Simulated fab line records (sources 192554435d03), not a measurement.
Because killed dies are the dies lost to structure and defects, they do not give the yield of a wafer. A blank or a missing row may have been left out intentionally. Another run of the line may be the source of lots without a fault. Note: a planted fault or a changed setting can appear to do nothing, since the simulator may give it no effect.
Chamber matching    flow n5 finfet    rie diel-01 running N5_MOL_CONTACT_COAG_ETCHBACK_134: 4 sister chambers
The step etches SiO2 in CHF3, target depth 10 nm, time 6.7 s. 20 wafers are shown with their chamber, then 10 later ones without.

== WAFERS WITH THEIR CHAMBER ==
wafer   chamber  showerhead plenum p Torr (Torr)  drypump motor current A (A)  rf vpp V (V)
L077.3  3        2.32                             5.6                          506
L077.5  2        2.28                             5.2                          524
L077.6  3        2.32                             5.6                          504
L080.2  2        2.28                             5.2                          525
L080.3  3        2.32                             5.7                          504
L080.5  0        2.38                             5.5                          537
L085.1  2        2.28                             5.2                          525
L085.2  1        2.48                             5.1                          530
L085.3  3        2.32                             5.6                          504
L087.2  0        2.38                             5.5                          538
L087.3  1        2.48                             5.1                          533
L087.5  0        2.38                             5.5                          537
L089.2  0        2.38                             5.5                          537
L089.4  1        2.48                             5.1                          533
L089.6  0        2.38                             5.5                          538
L090.2  1        2.48                             5.1                          532
L090.4  3        2.32                             5.6                          503
L090.5  0        2.38                             5.5                          538
L092.1  3        2.31                             5.6                          504
L092.4  2        2.28                             5.2                          523

SIGNATURES (averages over the wafers above)
reading                   chamber 0  chamber 1  chamber 2  chamber 3  scatter within a chamber
showerhead plenum p Torr  2.3800     2.4800     2.2800     2.3183     0.00228
drypump motor current A   5.500      5.100      5.200      5.617      0.0228
rf vpp V                  537.50     532.00     524.25     504.17     0.971
Rule: a wafer lies at a distance from a chamber equal to the root of the sum of squares, over the readings, of (its reading less the chamber's mean, divided by the reading's scatter). If the next closest chamber is less than 2 further off than the closest, the wafer can't be placed; otherwise it belongs to the closest. The scatter is the square root of a quotient: the sum, over the shown wafers, of each reading's squared deviation from its chamber's mean, divided by wafers minus chambers.

== WAFERS WITHOUT THEIR CHAMBER ==
wafer   showerhead plenum p Torr (Torr)  drypump motor current A (A)  rf vpp V (V)
L092.6  2.48                             5.0                          531
L093.1  2.48                             5.1                          532
L093.5  2.31                             5.6                          504
L093.6  2.28                             5.3                          524
L094.2  2.27                             5.2                          525
L094.3  2.37                             5.5                          537
L094.4  2.47                             5.1                          530
L095.2  2.37                             5.5                          536
L095.3  2.27                             5.2                          525
L095.5  2.37                             5.5                          536

== CHAMBER TAKEN BY EACH ==
wafer   from the rows above  in truth
L092.6  1                    1
L093.1  1                    1
L093.5  3                    3
L093.6  2                    2
L094.2  2                    2
L094.3  0                    0
L094.4  1                    1
L095.2  0                    0
L095.3  2                    2
L095.5  0                    0
Correctly placed: 10 of 10. Not placeable from these rows: 0. 0 placed wrongly.
